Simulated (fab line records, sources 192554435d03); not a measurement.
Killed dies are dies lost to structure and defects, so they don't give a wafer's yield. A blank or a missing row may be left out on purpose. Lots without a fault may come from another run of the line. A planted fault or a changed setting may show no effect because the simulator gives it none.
fab line records | flow n5_finfet | part 2 of 2: steps 29 to 33 of 33
record lots=5 wafers=15 last_day=18
route steps=1938 shown BEOL_M1@829 BEOL_M2@841
lots that met no fault: from a run of the same line without faults
start_h: hours from the record's first day to the start of the lot's first wafer shown | wait_h: hours since the lot's step before | " the same as in the row above | L1.1+2: a row that stands for several wafers | - no value, or no start given | * or withheld: withheld | < > ~ a bound
route shown NAME@n: a module of which the file shows steps, and the number in the route of the first | usual: mean/standard deviation of fault-free wafers | same: alike in all rows | chamber/n: place in a boat | sites: the reading at each site | _std_site: their standard deviation | _edge_site: outer sites' mean less inner sites' | radius_mm: how far each site lies from the wafer's centre | mask NAME#n: copy n | behind: the tool/chamber that last shaped the wafer | hold: why the lot was held/for how many hours/how that ended | device: the transistor (n, p or np) that didn't switch | end of line: the same wafers' tests at the end of the route | a step without rows: its recipe alone | killed: dies lost to structure and defects at the first sort, not the wafer's yield | map: a wafer's dies, x killed, . not, _ none there
set.NAME: the setting as run; set.NAME@STEP: as run at that earlier step | model.NAME: the simulator's own value behind a step, which no gauge read
lots at some steps of the route; a table a step, a row a wafer
services: from which hour (start_h, from the record's first day; less than 0 if before it) a tool's chamber was out of use, for how many hours, and why
## steps
# step N5_BEOL_M2_DESCUM_16
# recipe chemistry=O2 time_s=7 source_power_w=50 bias_power_w=20 pressure_mtorr=20 rf_frequency_hz=2.712e+07 temp_c=40 resist=CAR-EUV o2_flow_sccm=225
# usual chamber_pressure_mTorr=20.001/0.018 drypump_motor_current_A=5.6/0.46 oes_product_au=0.80/0.078 rf_vpp_V=243.3/1.3 showerhead_plenum_p_Torr=2.10/0.075 throttle_valve_pct=20.29/0.19
# columns lot.wafer tool chamber start_h wait_h chamber_pressure_mTorr drypump_motor_current_A oes_product_au rf_hours_counter_h rf_vpp_V showerhead_plenum_p_Torr throttle_valve_pct
L080.2 rie_diel-06 1 176.21 0.0 19.980 6.3 0.89 23 245.5 2.24 20.36
L080.3 " 0 " " 20.026 5.2 0.72 203 242.8 2.14 20.01
L080.6 " 0 " " 20.002 5.2 0.72 - 244.6 2.14 20.01
L082.2 rie_diel-06 2 190.13 0.0 19.988 5.8 0.84 67 243.1 2.10 20.08
L082.5 " 0 " " 20.004 5.1 0.72 - 243.4 2.14 20.01
L082.6 " 1 " " 19.976 6.3 0.88 - 245.1 2.24 20.36
L090.1 rie_diel-04 1 227.46 0.0 20.008 5.8 0.94 6 243.8 2.14 20.36
L090.4 " 0 " " 19.998 5.9 0.77 140 241.5 1.99 20.11
L090.6 " 2 " " 20.027 6.0 0.70 - 242.9 2.09 20.28
L094.1 rie_diel-06 2 268.94 0.1 20.016 5.8 0.81 93 243.7 2.09 20.13
L094.3 " 3 " " 20.010 5.0 0.87 79 241.7 2.05 20.51
L094.6 " 2 " " 19.975 5.8 0.81 - 243.4 2.09 20.15
L096.1 rie_diel-06 3 281.64 0.1 19.998 5.0 0.85 82 241.8 2.05 20.50
L096.2 " 1 " " 19.979 6.3 0.84 58 244.0 2.23 20.40
L096.4 " 0 " " 20.001 5.2 0.69 240 244.6 2.12 20.06
# step N5_BEOL_M2_ETCH_74
# recipe chemistry=N2/H2 target=underlayer target_depth_a=65 mask_material=CAR-EUV time_s=5.2 ion_energy_ev=200 pressure_mtorr=30 source_w=840 bias_w=150 n2_flow_sccm=200 h2_flow_sccm=200 ends=cleared
# usual chamber_pressure_mTorr=30.00/0.043 drypump_motor_current_A=5.6/0.46 etch_rf_on_time_s=5.16/0.2 oes_product_au=0.69/0.07 rf_vpp_V=524.3/2.7 showerhead_plenum_p_Torr=2.56/0.089 throttle_valve_pct=17.76/0.18
# columns lot.wafer tool chamber start_h wait_h chamber_pressure_mTorr drypump_motor_current_A etch_rf_on_time_s oes_product_au rf_hours_counter_h rf_vpp_V showerhead_plenum_p_Torr throttle_valve_pct
L080.2 rie_diel-06 1 176.24 0.0 30.04 6.4 5.07 0.78 23 528.5 2.71 17.68
L080.3 " 0 " " 30.02 5.2 5.23 0.62 203 526.5 2.62 17.60
L080.6 " 0 " " 30.05 5.2 5.24 0.61 - 526.3 2.62 17.59
L082.2 rie_diel-06 2 190.16 0.0 29.98 5.8 4.72 0.75 67 523.3 2.58 17.69
L082.5 " 0 " " 30.01 5.2 5.31 0.60 - 525.1 2.62 17.61
L082.6 " 1 " " 29.99 6.4 5.12 0.77 - 526.0 2.71 17.70
L090.1 rie_diel-04 1 227.49 0.0 29.99 5.9 4.97 0.80 6 524.2 2.62 17.87
L090.4 " 0 " " 29.97 5.9 5.20 0.64 140 520.8 2.45 17.68
L090.6 " 2 " " 30.05 6.0 5.32 0.59 - 523.1 2.52 17.66
L094.1 rie_diel-06 2 268.98 0.0 30.01 5.8 4.76 0.73 93 523.2 2.57 17.73
L094.3 " 3 " " 29.93 5.1 5.35 0.70 79 524.0 2.47 17.88
L094.6 " 2 " " 29.97 5.8 4.77 0.73 - 523.0 2.57 17.74
L096.1 rie_diel-06 3 281.68 0.0 29.99 5.0 5.32 0.68 82 520.8 2.47 17.90
L096.2 " 1 " " 30.06 6.3 5.00 0.74 58 527.7 2.70 17.73
L096.4 " 0 " " 30.14 5.1 5.27 0.59 240 526.3 2.61 17.63
# step N5_BEOL_M2_ETCH_63
# recipe chemistry=CF4 target=SiARC target_depth_a=156 mask_material=CAR-EUV time_s=26 ion_energy_ev=80 pressure_mtorr=40 source_w=545 bias_w=36 Ar_flow_sccm=100 cf4_flow_sccm=100 ends=cleared
# usual chamber_pressure_mTorr=40.01/0.04 drypump_motor_current_A=5.6/0.46 etch_rf_on_time_s=25.6/0.85 oes_product_au=0.69/0.069 rf_vpp_V=184.2/1.2 showerhead_plenum_p_Torr=2.15/0.066 throttle_valve_pct=15.52/0.13
# columns lot.wafer tool chamber start_h wait_h chamber_pressure_mTorr drypump_motor_current_A etch_rf_on_time_s oes_product_au rf_hours_counter_h rf_vpp_V showerhead_plenum_p_Torr throttle_valve_pct
L080.2 rie_diel-06 1 176.26 0.0 40.00 6.3 24.7 0.80 23 185.9 2.26 15.38
L080.3 " 0 " " 40.03 5.2 26.1 0.62 203 184.5 2.21 15.47
L080.6 " 0 " " 40.03 5.2 26.3 0.61 - 184.5 2.21 15.47
L082.2 rie_diel-06 2 190.18 0.0 39.98 5.8 23.9 0.75 67 185.5 2.17 15.49
L082.5 " 0 " " 40.01 5.2 25.8 0.61 - 185.7 2.21 15.48
L082.6 " 1 " " 40.09 6.4 24.7 0.78 - 185.0 2.25 15.39
L090.1 rie_diel-04 1 227.51 0.0 40.02 5.8 25.5 0.80 6 184.0 2.19 15.43
L090.4 " 0 " " 39.98 6.0 25.8 0.66 140 183.4 2.08 15.47
L090.6 " 2 " " 39.97 6.0 26.8 0.60 - 183.6 2.13 15.49
L094.1 rie_diel-06 2 268.99 0.0 39.93 5.8 24.1 0.73 93 183.3 2.16 15.53
L094.3 " 3 " " 39.97 5.1 26.7 0.70 79 183.1 2.08 15.64
L094.6 " 2 " " 40.03 5.7 24.0 0.72 - 184.3 2.16 15.53
L096.1 rie_diel-06 3 281.70 0.0 40.03 5.0 26.1 0.70 82 183.7 2.08 15.64
L096.2 " 1 " " 40.00 6.3 24.5 0.74 58 186.8 2.24 15.45
L096.4 " 0 " " 40.02 5.2 26.2 0.59 240 185.2 2.20 15.55
# step N5_BEOL_M2_ETCH_64
# recipe chemistry=N2/H2 target=SOC target_depth_a=750 overetch_a=225 mask_material=SiARC temp_c=40 time_s=121.9 ion_energy_ev=200 pressure_mtorr=30 source_w=840 bias_w=150 n2_flow_sccm=200 h2_flow_sccm=200
# usual chamber_pressure_mTorr=30.003/0.028 drypump_motor_current_A=5.6/0.46 oes_product_au=0.61/0.055 rf_vpp_V=524.3/2.6 showerhead_plenum_p_Torr=2.56/0.089 throttle_valve_pct=17.72/0.18
# columns lot.wafer tool chamber start_h wait_h chamber_pressure_mTorr drypump_motor_current_A oes_product_au rf_hours_counter_h rf_vpp_V showerhead_plenum_p_Torr throttle_valve_pct
L080.2 rie_diel-06 1 176.29 0.0 30.004 6.4 0.69 23 528.0 2.71 17.64
L080.3 " 0 " " 29.987 5.2 0.54 203 526.7 2.62 17.56
L080.6 " 0 " " 30.009 5.2 0.54 - 525.6 2.62 17.54
L082.2 rie_diel-06 2 190.21 0.0 30.001 5.8 0.63 67 525.0 2.58 17.63
L082.5 " 0 " " 30.043 5.2 0.54 - 524.9 2.62 17.57
L082.6 " 1 " " 30.017 6.3 0.67 - 528.1 2.71 17.65
L090.1 rie_diel-04 1 227.54 0.0 30.054 5.9 0.69 6 526.7 2.62 17.84
L090.4 " 0 " " 30.023 5.9 0.59 140 521.8 2.45 17.61
L090.6 " 2 " " 30.050 6.0 0.54 - 524.5 2.52 17.60
L094.1 rie_diel-06 2 269.02 0.0 29.996 5.8 0.62 93 525.2 2.57 17.68
L094.3 " 3 " " 29.975 5.1 0.63 79 520.6 2.47 17.85
L094.6 " 2 " " 29.986 5.8 0.62 - 525.9 2.57 17.68
L096.1 rie_diel-06 3 281.72 0.0 29.961 5.1 0.63 82 522.2 2.47 17.86
L096.2 " 1 " " 29.983 6.4 0.64 58 526.8 2.70 17.70
L096.4 " 0 " " 29.989 5.2 0.53 240 525.4 2.61 17.60
# step N5_BEOL_M2_STRIP_65
# recipe chemistry=N2/H2 temp_c=40 n2_flow_sccm=200 h2_flow_sccm=200 rf_frequency_hz=6e+07
# columns lot.wafer tool chamber start_h wait_h
L080.2+3+6 rie_diel-06 1,0,0 176.40 0.1
L082.2+5+6 rie_diel-06 2,0,1 190.32 0.1
L090.1+4+6 rie_diel-04 1,0,2 227.65 0.1
L094.1+3+6 rie_diel-06 2,3,2 269.14 0.1
L096.1+2+4 rie_diel-06 3,1,0 281.84 0.1
## services
# columns tool chamber start_h hours kind
euv_scanner-02 - 145.54 2.4 repair
cmp-04 - 147.72 1.7 repair
cvd_co-01 2 150.93 11.7 repair
euv_scanner-01 - 153.59 6.2 repair
cmp-02 - 160.85 1.0 repair
cmp-03 - 161.57 1.2 repair
ecd_cu-01 - 169.26 4.3 repair
cmp-02 - 170.68 1.6 repair
pvd_sputter-01 - 172.98 11.1 repair
rie_diel-06 3 173.08 5.7 repair
euv_scanner-01 - 180.34 1.0 pm
pecvd-03 - 183.37 1.1 repair
pecvd-02 2 185.05 3.7 repair
rie_diel-04 3 185.80 9.3 repair
cmp-02 - 201.76 0.5 repair
rie_diel-06 - 221.57 2.8 pm
pecvd-01 - 224.41 0.5 repair
rtp_anneal-02 - 235.34 1.0 pm
euv_scanner-01 - 236.49 1.0 pm
cmp-03 - 236.80 5.6 repair
pecvd-01 1 254.45 48.9 repair
rie_diel-06 - 256.88 0.1 repair
cmp-02 - 261.13 7.5 pm
pecvd-01 2 264.95 6.6 repair
